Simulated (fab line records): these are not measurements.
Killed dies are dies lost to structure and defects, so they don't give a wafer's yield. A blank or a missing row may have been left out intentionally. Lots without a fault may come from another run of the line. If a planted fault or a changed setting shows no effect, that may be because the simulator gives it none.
fab line records    flow n5-finfet
[record] lots = 11  wafers = 32  last-day = 17
route steps=1938 shown BEOL_M3@998 BEOL_M4@1111 PASSIVATION@1936
lots that met no fault: taken from a fault-free run of the same line
start-h: the number of hours between the record's first day and the start of the first shown wafer of the lot    wait-h: how many hours have passed since the lot's step before this one    " repeats the value in the row above    L1.1+2: a single row standing in for several wafers    - no value, or no start given    * or withheld: withheld    < > ~ a bound
route shown NAME@n: a module of which the file shows steps, and the number in the route of the first    usual: the fault-free wafers' mean and standard deviation    same: alike in all rows    chamber/n: place in a boat    sites: per-site readings    _std_site: how widely they spread, as a standard deviation    _edge_site: mean of outer sites minus mean of inner sites    radius-mm: how far each site lies from the wafer's centre    mask NAME#n: copy n    behind: tool/chamber where the wafer was last shaped    hold: the reason the lot was held/the length of the hold in hours/how it ended    device: names the non-switching transistor (n, p or np)    end of line: at the end of the route, the tests of the same wafers    a step given without rows: its recipe and nothing more    killed: at the first sort, the dies lost to defects and structure; wafer yield is something else    map: per-die view of a wafer (x killed, . not killed, _ where there is no die)
set.NAME: the setting that was run; set.NAME@STEP: the one run at that earlier step    model.NAME: the simulator's own value behind a step, which no gauge read
route steps across a sampled set of lots; one table per step, one row per wafer
services: from which hour (start-h, from the record's first day; less than 0 if before it) a tool's chamber was out of use, for how many hours, and why
[[steps]]
[step N5_BEOL_M3_SPUTTER_81]
[recipe] material = Cu  target-thk-a = 45  temp-c = -20  chamber-pressure-pa = 0.07  power-w = withheld  time-s = 8.29
[usual] chamber-pressure-pa = 0.07001/0.00015  chuck-gas-flow-sccm = 1.26/0.053  throttle-valve-pct = 30.4/0.78
lot.wafer  tool            chamber  start-h  wait-h  chamber-pressure-pa  chuck-gas-flow-sccm  throttle-valve-pct
L213.1     pvd-sputter-01  -        179.07   0.1     0.06983              1.29                 30.5
L213.4     "               -        "        "       0.06986              1.21                 29.6
L213.5     "               -        "        "       0.06993              1.33                 30.2
L214.1     pvd-sputter-02  -        181.73   0.1     0.06988              1.18                 29.2
L214.2     "               -        "        "       0.06995              1.25                 31.0
L214.3     "               -        "        "       0.06988              1.23                 32.2
L223.1     pvd-sputter-03  -        240.86   0.1     0.06966              1.23                 30.7
L223.4     "               -        "        "       0.07039              1.20                 30.6
L223.6     "               -        "        "       0.07016              1.25                 29.4
L222.3     pvd-sputter-01  -        242.31   0.1     0.07009              1.27                 29.6
L222.4     "               -        "        "       0.07018              1.25                 30.8
L222.6     "               -        "        "       0.07005              1.28                 29.7
L224.1     pvd-sputter-01  -        246.40   0.1     0.06986              1.22                 30.7
L224.4     "               -        "        "       0.06993              1.21                 30.3
L224.5     "               -        "        "       0.07008              1.26                 29.8
L227.1     pvd-sputter-03  -        257.59   0.1     0.0699               1.29                 30.6
L227.3     "               -        "        "       0.06975              1.31                 29.5
L227.6     "               -        "        "       0.06982              1.26                 30.4
L228.2     pvd-sputter-01  -        260.75   0.1     0.07004              1.31                 30.4
L228.4     "               -        "        "       0.06991              1.22                 30.6
L228.5     "               -        "        "       0.06991              1.29                 30.4
L229.2     pvd-sputter-02  -        278.96   0.1     0.07008              1.32                 29.4
L229.3     "               -        "        "       0.07002              1.14                 29.5
L231.1     pvd-sputter-03  -        283.62   0.1     0.06983              1.32                 31.0
L231.3     "               -        "        "       0.07015              1.30                 29.6
L231.6     "               -        "        "       0.07022              1.25                 30.3
L230.1     pvd-sputter-03  -        285.46   0.1     0.07001              1.30                 29.6
L230.4     "               -        "        "       0.07003              1.23                 30.7
L230.5     "               -        "        "       0.06999              1.21                 30.7
L233.1     pvd-sputter-03  -        303.35   0.1     0.06986              1.30                 30.5
L233.2     "               -        "        "       0.07005              1.17                 29.7
L233.3     "               -        "        "       0.06983              1.28                 30.7
[step N5_BEOL_M3_ANNEAL_87]
[recipe] temp-c = 400  time-s = 240  ambient = vacuum
[usual] heater-power-w = 841/98
lot.wafer  tool            chamber  start-h  wait-h  heater-power-w
L213.1     pvd-sputter-01  -        179.37   0.0     744
L213.4     "               -        "        "       912
L213.5     "               -        "        "       734
L214.1     pvd-sputter-02  -        182.03   0.0     852
L214.2     "               -        "        "       787
L214.3     "               -        "        "       805
L223.1     pvd-sputter-03  -        241.16   0.0     843
L223.4     "               -        "        "       822
L223.6     "               -        "        "       979
L222.3     pvd-sputter-01  -        242.61   0.0     919
L222.4     "               -        "        "       696
L222.6     "               -        "        "       894
L224.1     pvd-sputter-01  -        246.70   0.0     686
L224.4     "               -        "        "       746
L224.5     "               -        "        "       923
L227.1     pvd-sputter-03  -        257.89   0.0     851
L227.3     "               -        "        "       1004
L227.6     "               -        "        "       964
L228.2     pvd-sputter-01  -        261.05   0.0     724
L228.4     "               -        "        "       702
L228.5     "               -        "        "       702
L229.2     pvd-sputter-02  -        279.26   0.0     711
L229.3     "               -        "        "       854
L231.1     pvd-sputter-03  -        283.92   0.0     835
L231.3     "               -        "        "       1002
L231.6     "               -        "        "       919
L230.1     pvd-sputter-03  -        285.76   0.0     1011
L230.4     "               -        "        "       830
L230.5     "               -        "        "       822
L233.1     pvd-sputter-03  -        303.65   0.0     840
L233.2     "               -        "        "       997
L233.3     "               -        "        "       932
[step N5_BEOL_M3_SPUTTER_90]
[recipe] material = Cu  target-thk-a = 45  temp-c = -20  chamber-pressure-pa = 0.07  power-w = withheld  time-s = 8.29
[usual] chamber-pressure-pa = 0.06999/0.00015  chuck-gas-flow-sccm = 1.26/0.053  throttle-valve-pct = 30.4/0.75
lot.wafer  tool            chamber  start-h  wait-h  chamber-pressure-pa  chuck-gas-flow-sccm  throttle-valve-pct
L213.1     pvd-sputter-01  -        179.73   0.1     0.07031              1.21                 30.6
L213.4     "               -        "        "       0.07002              1.28                 29.4
L213.5     "               -        "        "       0.06998              1.30                 30.5
L214.1     pvd-sputter-02  -        182.39   0.1     0.06991              1.31                 29.2
L214.2     "               -        "        "       0.07006              1.16                 31.2
L214.3     "               -        "        "       0.06996              1.28                 32.4
L223.1     pvd-sputter-03  -        241.52   0.1     0.07035              1.25                 30.7
L223.4     "               -        "        "       0.06997              1.25                 30.8
L223.6     "               -        "        "       0.06994              1.28                 29.5
L222.3     pvd-sputter-01  -        242.97   0.1     -                    -                    -
L222.4     "               -        "        "       -                    -                    -
L222.6     "               -        "        "       -                    -                    -
L224.1     pvd-sputter-01  -        247.06   0.1     -                    -                    -
L224.4     "               -        "        "       -                    -                    -
L224.5     "               -        "        "       -                    -                    -
L227.1     pvd-sputter-03  -        258.25   0.1     0.06993              1.28                 30.5
L227.3     "               -        "        "       0.06987              1.26                 29.5
L227.6     "               -        "        "       0.06992              1.29                 30.2
L228.2     pvd-sputter-01  -        261.41   0.1     0.06971              1.43                 30.6
L228.4     "               -        "        "       0.06989              1.23                 30.7
L228.5     "               -        "        "       0.0704               1.25                 30.5
L229.2     pvd-sputter-02  -        279.62   0.1     0.0697               1.26                 29.3
L229.3     "               -        "        "       0.06984              1.27                 29.3
L231.1     pvd-sputter-03  -        284.28   0.1     0.06988              1.22                 30.4
L231.3     "               -        "        "       0.07018              1.25                 29.8
L231.6     "               -        "        "       0.06999              1.25                 30.8
L230.1     pvd-sputter-03  -        286.12   0.1     0.07009              1.31                 29.7
L230.4     "               -        "        "       0.07005              1.21                 30.6
L230.5     "               -        "        "       0.07012              1.22                 30.7
L233.1     pvd-sputter-03  -        304.01   0.1     0.0701               1.26                 30.6
L233.2     "               -        "        "       0.07002              1.23                 29.9
L233.3     "               -        "        "       0.07012              1.17                 30.4
[step N5_BEOL_M3_ANNEAL_91]
[recipe] temp-c = 400  time-s = 240  ambient = vacuum
[usual] heater-power-w = 842/99
lot.wafer  tool            chamber  start-h  wait-h  heater-power-w
L213.1     pvd-sputter-01  -        179.81   0.0     736
L213.4     "               -        "        "       921
L213.5     "               -        "        "       716
L214.1     pvd-sputter-02  -        182.47   0.0     851
L214.2     "               -        "        "       804
L214.3     "               -        "        "       807
L223.1     pvd-sputter-03  -        241.60   0.0     849
L223.4     "               -        "        "       836
L223.6     "               -        "        "       997
L222.3     pvd-sputter-01  -        243.05   0.0     914
L222.4     "               -        "        "       689
L222.6     "               -        "        "       924
L224.1     pvd-sputter-01  -        247.14   0.0     695
L224.4     "               -        "        "       749
L224.5     "               -        "        "       900
L227.1     pvd-sputter-03  -        258.33   0.0     839
L227.3     "               -        "        "       1052
L227.6     "               -        "        "       965
L228.2     pvd-sputter-01  -        261.49   0.0     726
L228.4     "               -        "        "       704
L228.5     "               -        "        "       714
L229.2     pvd-sputter-02  -        279.70   0.0     715
L229.3     "               -        "        "       843
L231.1     pvd-sputter-03  -        284.36   0.0     849
L231.3     "               -        "        "       1002
L231.6     "               -        "        "       938
L230.1     pvd-sputter-03  -        286.20   0.0     1010
L230.4     "               -        "        "       845
L230.5     "               -        "        "       833
L233.1     pvd-sputter-03  -        304.09   0.0     844
L233.2     "               -        "        "       1021
L233.3     "               -        "        "       937
[step N5_BEOL_M4_RC_MEAS_101]
[usual] DIBL_N = 36.2/2  DIBL_P = 36.1/2.4  IOFF_N = 0.16/0.035  IOFF_P = 0.22/0.041  ION_N = 675/14  ION_P = 465/8.6  SS_N = 71.5/0.64  SS_P = 73.2/0.76  VT_N = 250/3.9  VT_P = -249/3.4
lot.wafer  tool       chamber  start-h  wait-h  DIBL_N[mV/V]  DIBL_P[mV/V]  IOFF_N[nA/um]  IOFF_P[nA/um]  ION_N[uA/um]  ION_P[uA/um]  SS_N[mV/dec]  SS_P[mV/dec]  VT_N[mV]  VT_P[mV]
L213.1     prober-02  0        196.07   0.0     36.6          35.9          0.18           0.23           688           476           71.7          73.7          245       -248
L213.4     "          0        "        "       35.0          33.7          0.14           0.18           659           447           71.1          72.8          251       -252
L213.5     "          0        "        "       37.3          37.3          0.20           0.25           688           469           71.7          74.3          241       -246
L214.1     prober-02  0        199.14   0.0     32.9          33.1          0.10           0.15           650           449           71.1          71.9          256       -252
L214.2     "          0        "        "       34.0          35.1          0.12           0.18           658           463           71.1          72.5          254       -250
L214.3     "          0        "        "       33.6          35.0          0.10           0.17           643           454           70.4          73.3          257       -252
L223.1     prober-01  0        255.86   0.0     37.1          38.2          0.16           0.24           678           467           71.9          73.2          249       -248
L223.4     "          0        "        "       35.0          35.3          0.13           0.19           661           461           71.2          72.9          254       -249
L223.6     "          0        "        "       36.6          38.1          0.16           0.23           679           472           71.1          73.7          251       -248
L222.3     prober-02  0        256.79   0.3     34.5          37.1          0.17           0.26           700           483           71.5          73.2          245       -246
L222.4     "          0        "        "       37.8          40.2          0.21           0.30           692           479           72.4          73.9          248       -243
L222.6     "          0        "        "       36.8          39.5          0.19           0.29           701           482           71.1          73.4          248       -244
L224.1     prober-01  0        262.25   0.0     38.9          38.2          0.21           0.26           693           479           72.0          73.1          242       -246
L224.4     "          0        "        "       39.1          38.8          0.21           0.28           697           473           71.6          74.4          247       -244
L224.5     "          0        "        "       36.9          34.9          0.16           0.22           672           459           71.2          74.1          247       -249
L228.2     prober-01  0        272.26   0.2     37.2          38.9          0.16           0.20           670           458           71.8          73.8          249       -255
L228.4     "          0        "        "       36.1          38.3          0.16           0.20           680           470           71.5          73.7          249       -251
L228.5     "          0        "        "       37.1          38.6          0.17           0.21           685           465           72.0          73.9          251       -250
L227.1     prober-02  0        272.29   0.0     34.9          33.2          0.13           0.18           677           466           70.9          72.7          251       -251
L227.3     "          0        "        "       38.7          37.5          0.19           0.24           674           463           72.2          74.4          248       -247
L227.6     "          0        "        "       40.8          40.7          0.24           0.28           703           472           72.0          74.0          243       -247
L229.2     prober-02  0        293.23   0.2     34.1          34.6          0.12           0.19           664           465           71.1          73.1          257       -251
L229.3     "          0        "        "       36.5          36.2          0.16           0.19           652           443           72.1          74.3          251       -254
L231.1     prober-02  0        295.93   0.0     35.1          34.5          0.12           0.15           673           450           70.5          73.3          255       -255
L231.3     "          0        "        "       39.0          38.9          0.17           0.20           664           453           72.7          74.4          254       -252
L231.6     "          0        "        "       39.5          40.1          0.18           0.21           679           456           72.6          73.8          256       -253
L230.1     prober-02  0        297.34   0.0     38.8          35.0          0.19           0.21           685           461           71.5          73.3          249       -251
L230.4     "          0        "        "       36.6          34.5          0.15           0.21           670           461           71.7          73.6          250       -249
L230.5     "          0        "        "       33.3          30.0          0.10           0.16           654           456           70.7          71.6          254       -252
L233.1     prober-01  0        314.81   0.0     36.4          36.3          0.15           0.18           654           446           71.6          73.3          257       -255
L233.2     "          0        "        "       36.0          36.5          0.14           0.18           671           454           71.5          73.3          254       -254
L233.3     "          0        "        "       33.9          33.8          0.12           0.16           669           458           70.8          71.7          254       -256
[step N5_PASSIVATION_PROBE_49]
[usual] defect-limited-yield = 91.1/1.4  killed_at_M0_to_M3 = 36/9.9  killed_at_M4_up = 13/5.8  killed-at-contacts = 14/5.9  killed-at-front-end = 39/11  killed-at-other = 3.4/2.9  killed-dies = 105/17  killed-open = 70/13  killed-short = 34/7.3  sort_bin_5_function = 5.3/1  sort_bin_6_memory = 3.3/0.62  sort_bin_8_speed = 0.01/0.057  sort-n-pass = 1075/17
[same] gross-dies = 1180  killed-at-back-side = 0  sort_bin_4_leakage[%] = 0
lot.wafer  tool       chamber  start-h  wait-h  defect-limited-yield[%]  killed_at_M0_to_M3  killed_at_M4_up  killed-at-contacts  killed-at-front-end  killed-at-other  killed-dies  killed-open  killed-short  sort_bin_5_function[%]  sort_bin_6_memory[%]  sort_bin_8_speed[%]  sort-n-pass
L222.3     prober-02  -        355.19   0.1     90.8                     46                  9                12                  40                   2                109          72           27            5.1                     3.9                   0                    1071
L222.4     prober-02  -        355.24   0.2     91.0                     43                  16               7                   38                   2                106          61           38            5.2                     3.5                   0                    1074
L222.6     prober-02  -        355.34   0.3     92.9                     30                  9                5                   38                   2                84           49           28            4.0                     3.1                   0                    1096
L224.1     prober-02  -        384.58   0.0     91.4                     36                  11               11                  40                   3                101          70           25            5.4                     3.1                   0                    1079
L224.4     prober-02  -        384.73   0.2     90.9                     42                  12               18                  31                   4                107          70           30            4.9                     3.6                   0                    1073
L224.5     prober-02  -        384.78   0.2     90.7                     49                  11               14                  31                   5                110          73           30            5.3                     3.7                   0                    1070
// killed by level:class
L222.3 STI_FIN_REVEAL:geometric-particle:open=19 BEOL_M0_SAQP:geometric-particle:open=14 MOL_CONTACT_COAG:geometric-particle:open=10 BEOL_M3:interface-void-opened=9 FIN_SAQP:geometric-particle:open=8 BEOL_M0_SAQP:geometric-particle:short=7 BEOL_M2:geometric-particle:open=6 GATE_CUT:geometric-particle:short=5
L222.4 BEOL_M0_SAQP:geometric-particle:open=17 BEOL_M4:geometric-particle:open=11 BEOL_M0_SAQP:geometric-particle:short=10 FIN_SAQP:geometric-particle:short=8 BEOL_M3:geometric-particle:short=7 FIN_SAQP:geometric-particle:open=6 STI_FIN_REVEAL:geometric-particle:open=6 BEOL_M3:interface-void-opened=6
L222.6 STI_FIN_REVEAL:geometric-particle:open=12 BEOL_M0_SAQP:geometric-particle:open=11 FIN_SAQP:geometric-particle:short=9 BEOL_M0_SAQP:geometric-particle:short=7 BEOL_M3:interface-void-opened=7 MOL_CONTACT_COAG:geometric-particle:open=5 FIN_SAQP:geometric-particle:open=4 GATE_CUT:geometric-particle:short=4
L224.1 MOL_CONTACT_COAG:geometric-particle:open=10 FIN_SAQP:geometric-particle:open=9 DUMMY_GATE:geometric-particle:open=9 BEOL_M2:geometric-particle:open=9 BEOL_M0_SAQP:geometric-particle:short=7 STI_FIN_REVEAL:geometric-particle:open=7 BEOL_M0_SAQP:geometric-particle:open=7 BEOL_M3:interface-void-opened=6
L224.4 MOL_CONTACT_COAG:geometric-particle:open=16 DUMMY_GATE:geometric-particle:open=13 BEOL_M0_SAQP:geometric-particle:short=8 BEOL_M3:geometric-particle:open=7 BEOL_M3:interface-void-opened=7 BEOL_M0_SAQP:geometric-particle:open=6 STI_FIN_REVEAL:geometric-particle:open=5 BEOL_M2:geometric-particle:open=5
L224.5 MOL_CONTACT_COAG:geometric-particle:open=13 BEOL_M2:geometric-particle:open=13 BEOL_M0_SAQP:geometric-particle:open=9 BEOL_M3:geometric-particle:open=8 BEOL_M0_SAQP:geometric-particle:short=8 FIN_SAQP:geometric-particle:open=7 STARTING-WAFER:geometric-particle:open=5 BEOL_M3:interface-void-opened=5
[[services]]
tool            chamber  start-h  hours  kind
pvd-sputter-01  -        163.99   2.8    repair
[[key]]
[first-sign] step = N5_BEOL_M3_SPUTTER_90  reading = tool-record  direction = missing
effect none on later readings
met-at N5_BEOL_M3_SPUTTER_90
struck-lots L222,L224
not-acting-at N5_BEOL_M3_SPUTTER_81,N5_BEOL_M3_ANNEAL_87,N5_BEOL_M3_ANNEAL_91
onset-between 179.73 242.97
[fault] kind = skipped-step-whole  tool = pvd-sputter-01  chamber = -  onset-h = 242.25  steps = N5_BEOL_M3_SPUTTER_90  scope = struck-lots-only
